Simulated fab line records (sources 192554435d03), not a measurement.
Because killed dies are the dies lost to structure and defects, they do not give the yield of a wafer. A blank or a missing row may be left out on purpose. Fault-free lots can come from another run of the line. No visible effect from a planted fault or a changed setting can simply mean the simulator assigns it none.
Split-lot trial || flow n5Finfet || 21 wafers read across 7 lots, on a route 1938 steps long

THE SPLIT ITSELF
At N5_BEOL_M0_SAQP_EXPOSE_37 (exposes mask M0 CUT1, target cd 30 nm), the setting doseMj was moved away from the recipe's 44.75 on 8 of the 21 wafers read, by -5.1% to +6.5%. All remaining wafers had this setting at the recipe value.

FROM THE SPLIT TO THE READING: what the file shows between them, 2 steps
- N5_BEOL_M0_SAQP_PEB_38: peb time 60 s
- N5_BEOL_M0_SAQP_DEVELOP_39: develop time 30 s

THE READING
cdNm (nm) at N5_BEOL_M0_SAQP_CD_MEAS_40, where the cd target is 30 nm. A value of 30.04 nm with a standard deviation of 0.24 nm is what fault-free wafers of this fab line usually give.

{"wafer": "L076.1", "tool, chamber at the split": "euvScanner-02, 0", "doseMj as run": 44.75, "against the recipe": "recipe", "cdNm, nm": 30.04, "against lot-mates on the recipe": "-"}
{"wafer": "L076.2", "tool, chamber at the split": "euvScanner-02, 0", "doseMj as run": 44.75, "against the recipe": "recipe", "cdNm, nm": 30.03, "against lot-mates on the recipe": "-"}
{"wafer": "L076.5", "tool, chamber at the split": "euvScanner-02, 0", "doseMj as run": 44.75, "against the recipe": "recipe", "cdNm, nm": 30.07, "against lot-mates on the recipe": "-"}
{"wafer": "L080.3", "tool, chamber at the split": "euvScanner-02, 0", "doseMj as run": 44.75, "against the recipe": "recipe", "cdNm, nm": 30.58, "against lot-mates on the recipe": "-"}
{"wafer": "L080.5", "tool, chamber at the split": "euvScanner-02, 0", "doseMj as run": 44.75, "against the recipe": "recipe", "cdNm, nm": 30.24, "against lot-mates on the recipe": "-"}
{"wafer": "L080.6", "tool, chamber at the split": "euvScanner-02, 0", "doseMj as run": 45.75, "against the recipe": "+2.2%", "cdNm, nm": 30.06, "against lot-mates on the recipe": -0.35}
{"wafer": "L088.2", "tool, chamber at the split": "euvScanner-02, 0", "doseMj as run": 44.75, "against the recipe": "recipe", "cdNm, nm": 29.88, "against lot-mates on the recipe": "-"}
{"wafer": "L088.5", "tool, chamber at the split": "euvScanner-02, 0", "doseMj as run": 46.43, "against the recipe": "+3.8%", "cdNm, nm": 30.78, "against lot-mates on the recipe": "+0.90"}
{"wafer": "L088.6", "tool, chamber at the split": "euvScanner-02, 0", "doseMj as run": 46.43, "against the recipe": "+3.8%", "cdNm, nm": 30.43, "against lot-mates on the recipe": "+0.55"}
{"wafer": "L089.2", "tool, chamber at the split": "euvScanner-02, 0", "doseMj as run": 44.75, "against the recipe": "recipe", "cdNm, nm": 29.70, "against lot-mates on the recipe": "-"}
{"wafer": "L089.5", "tool, chamber at the split": "euvScanner-02, 0", "doseMj as run": 44.75, "against the recipe": "recipe", "cdNm, nm": 30.15, "against lot-mates on the recipe": "-"}
{"wafer": "L089.6", "tool, chamber at the split": "euvScanner-02, 0", "doseMj as run": 44.75, "against the recipe": "recipe", "cdNm, nm": 29.92, "against lot-mates on the recipe": "-"}
{"wafer": "L092.1", "tool, chamber at the split": "euvScanner-02, 0", "doseMj as run": 44.75, "against the recipe": "recipe", "cdNm, nm": 30.05, "against lot-mates on the recipe": "-"}
{"wafer": "L092.3", "tool, chamber at the split": "euvScanner-02, 0", "doseMj as run": 44.75, "against the recipe": "recipe", "cdNm, nm": 30.18, "against lot-mates on the recipe": "-"}
{"wafer": "L092.4", "tool, chamber at the split": "euvScanner-02, 0", "doseMj as run": 42.48, "against the recipe": "-5.1%", "cdNm, nm": 28.93, "against lot-mates on the recipe": -1.19}
{"wafer": "L095.1", "tool, chamber at the split": "euvScanner-01, 0", "doseMj as run": 46.54, "against the recipe": "+4.0%", "cdNm, nm": 30.97, "against lot-mates on the recipe": "+0.98"}
{"wafer": "L095.4", "tool, chamber at the split": "euvScanner-01, 0", "doseMj as run": 44.75, "against the recipe": "recipe", "cdNm, nm": 29.99, "against lot-mates on the recipe": "-"}
{"wafer": "L095.6", "tool, chamber at the split": "euvScanner-01, 0", "doseMj as run": 46.54, "against the recipe": "+4.0%", "cdNm, nm": 30.62, "against lot-mates on the recipe": "+0.63"}
{"wafer": "L097.2", "tool, chamber at the split": "euvScanner-02, 0", "doseMj as run": 47.64, "against the recipe": "+6.5%", "cdNm, nm": 31.77, "against lot-mates on the recipe": "+1.94"}
{"wafer": "L097.3", "tool, chamber at the split": "euvScanner-02, 0", "doseMj as run": 44.75, "against the recipe": "recipe", "cdNm, nm": 29.83, "against lot-mates on the recipe": "-"}
{"wafer": "L097.6", "tool, chamber at the split": "euvScanner-02, 0", "doseMj as run": 47.64, "against the recipe": "+6.5%", "cdNm, nm": 31.76, "against lot-mates on the recipe": "+1.93"}

THE FIT
A straight line over all 21 wafers: cdNm changes by +0.223 nm for each +1% of doseMj; r = +0.92; the points scatter about the line by 0.26 nm.
The same after taking each lot's own level away (the mean of its wafers on the recipe; 21 wafers): +0.248 nm for each +1%; r = +0.93; scatter 0.28 nm.
That fit puts the effect of the largest move of doseMj on the reading at 1.6 nm.
The lots' own levels span 29.830 to 30.410 nm, that is 2.4 times the standard deviation above.
In other words, the slope is changed by the lot-to-lot level; the two fits disagree.
Check: +1.44 nm against its lot-mates is what the line predicts for one of the wafers moved furthest among these (+6.5%) when that wafer is left out of the fit. Against them it came out at +1.94 nm.

THE WHOLE CHAIN: every reading that the file lists as answering this split, in the file's order
{"step": "N5_BEOL_M0_SAQP_CD_MEAS_40", "what it does": "target cd 30 nm", "reading": "cdNm", "change (the file's fit)": "+0.231 nm for each +1% of the setting", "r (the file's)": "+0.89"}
{"step": "N5_BEOL_M0_SAQP_DESCUM_45", "what it does": "chemistry O2, time 7 s", "reading": "BEOL_M0_SAQP.cdNm (the simulator's own value, which no gauge read)", "change (the file's fit)": "+0.22 nm for each +1% of the setting", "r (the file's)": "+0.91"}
{"step": "N5_BEOL_M0_SAQP_ETCH_88", "what it does": "etches underlayer in N2/H2, target depth 6.5 nm, time 5.2 s", "reading": "BEOL_M0_SAQP.cdNm (the simulator's own value, which no gauge read)", "change (the file's fit)": "+0.207 nm for each +1% of the setting", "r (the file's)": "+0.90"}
{"step": "N5_BEOL_M0_SAQP_ETCH_73", "what it does": "etches SiARC in CF4, target depth 19.5 nm, time 32.5 s", "reading": "BEOL_M0_SAQP.cdNm (the simulator's own value, which no gauge read)", "change (the file's fit)": "+0.203 nm for each +1% of the setting", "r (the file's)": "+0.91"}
{"step": "N5_BEOL_M0_SAQP_CUT_ETCH_46", "what it does": "etches SOC in N2/H2, target depth 135 nm, overetch 27 nm, time 202.5 s", "reading": "BEOL_M0_SAQP.cdNm (the simulator's own value, which no gauge read)", "change (the file's fit)": "+0.249 nm for each +1% of the setting", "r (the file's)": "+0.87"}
{"step": "N5_BEOL_M0_SAQP_ETCH_49", "what it does": "etches SiO2 in CF4/O2, target depth 37 nm", "reading": "BEOL_M0_SAQP.cdNm (the simulator's own value, which no gauge read)", "change (the file's fit)": "+0.232 nm for each +1% of the setting", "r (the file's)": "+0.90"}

FILE'S OWN FIT
cdNm changes by +0.231 nm for each +1% of doseMj, r = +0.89.
